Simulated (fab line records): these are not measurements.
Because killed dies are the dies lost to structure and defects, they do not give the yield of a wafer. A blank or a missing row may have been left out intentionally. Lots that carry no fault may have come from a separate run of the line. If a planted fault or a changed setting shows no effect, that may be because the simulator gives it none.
Struck lot and sound lot, side by side / flow n5Finfet / 15 steps out of a route of 1938
Sound: wafers L807.2, L807.4, L807.6. Struck: wafer L817.6 (left out: L817.3, a lot-mate that was not struck); the cause follows at the end.
Order at every step that has rows: each side's tool, ch and its chambers, its first start. Under that, the readings that differ: sound wafers / struck wafers / difference of the means / sigmas: that difference in standard deviations of wafers without a fault.
alike: readings whose means differ by less than 2 such deviations, and words and numbers that are the same on both sides. not compared: withheld readings, readings that some wafer has no value for, bounds like >300 that may hide the same value, and numbers for which the record gives no deviation and whose values overlap.
A row with sigmas, a row that says differs or no value, or rows on one side alone: a step with any of these is where the two part. When numbers do not overlap yet have no deviation, they are printed without sigmas and do not part them. A reading that every wafer of one side lacks parts them only if that side has two wafers or more.

first, 2 steps without rows for these wafers: N5_BEOL_M12_TRENCH_ETCH_34 (etches SiOC in C4F8/O2/Ar, target depth 318.95 nm, time 125.5 s); N5_BEOL_M12_STRIP_70 (strips in C4F8/O2/Ar).
N5_BEOL_M12_OCD_MEAS_35:
  struck on ocd-01, day 14 07:55; sound on ocd-01, day 11 21:24
  alike: trenchDepthNm
N5_BEOL_M12_STRIP_37: strips in N2/H2.
  sound on plasmaAsher-01 ch 0,1, day 11 21:26; struck on plasmaAsher-02 ch 1, day 14 07:59
  alike: drypumpMotorCurrentA, heaterPowerW, oesProductAu
  not compared: rfHoursCounterH
N5_BEOL_M12_ETCH_38: etches SiCN in CF4/N2, target depth 68.7 nm, time 73.4 s.
  sound on rieDiel-03 ch 1,3, day 11 22:26; struck on rieDiel-04 ch 1, day 14 11:32
reading=drypumpMotorCurrentA (A); sound=5.5 5.5 5.6; struck=6.5; difference=+1.0; sigmas=+3
  alike: oesProductAu, rfFwdPowerW, rfVppV, showerheadPlenumPTorr, throttleValvePct
  not compared: rfHoursCounterH
then, 2 steps without rows for these wafers: N5_BEOL_M12_PRECLEAN_39 (cleans in residue remover, time 60 s); N5_BEOL_M12_SRD_40 (time 30 s, dry time 30 s).
N5_BEOL_M12_DEGAS_41: time 60 s.
  struck on pvdSputter-02, day 14 13:42; sound on pvdSputter-03, day 11 23:05
  alike: heaterPowerW, susceptorTempC
then, 2 steps without rows for these wafers: N5_BEOL_M12_PRE_CLEAN_42 (time 30 s); N5_BEOL_M12_SPUTTER_43 (material TaN, target thk 15 nm, time 24.19 s).
N5_BEOL_M12_SPUTTER_44: material Ta, target thk 10 nm, time 16.13 s.
  struck on pvdSputter-02, day 14 13:52; sound on pvdSputter-03, day 11 23:15
  alike: chamberPressurePa, substrateTempC, susceptorTempC, throttleValvePct
then, 1 step without rows for these wafers: N5_BEOL_M12_SPUTTER_45 (material Cu, target thk 80 nm, time 13.33 s).
N5_BEOL_M12_ECD_47: material Cu, target thk 720 nm.
  sound on ecdCu-02 ch 0,1, day 11 23:27; struck on ecdCu-02 ch 1, day 14 14:06
reading=model.Cu_of_BEOL_M12_ECD_47.thkNm (nm); sound=718.2 720.6 715.2; struck=1365; difference=+647; sigmas=
N5_BEOL_M12_ANNEAL_48: time 90 s.
  sound on rtpAnneal-01 ch 0, day 11 23:38; struck on rtpAnneal-01 ch 0, day 14 14:17
  alike: wafer_temp_C_max
N5_PASSIVATION_PROBE_49:
  record: rows for the struck wafers here (prober-02, day 16 03:13), none for the sound ones

== WHERE THEY PART ==
Earliest at N5_BEOL_M12_ETCH_38; latest, in this record, at N5_PASSIVATION_PROBE_49.

WHY: whatever the simulator had introduced
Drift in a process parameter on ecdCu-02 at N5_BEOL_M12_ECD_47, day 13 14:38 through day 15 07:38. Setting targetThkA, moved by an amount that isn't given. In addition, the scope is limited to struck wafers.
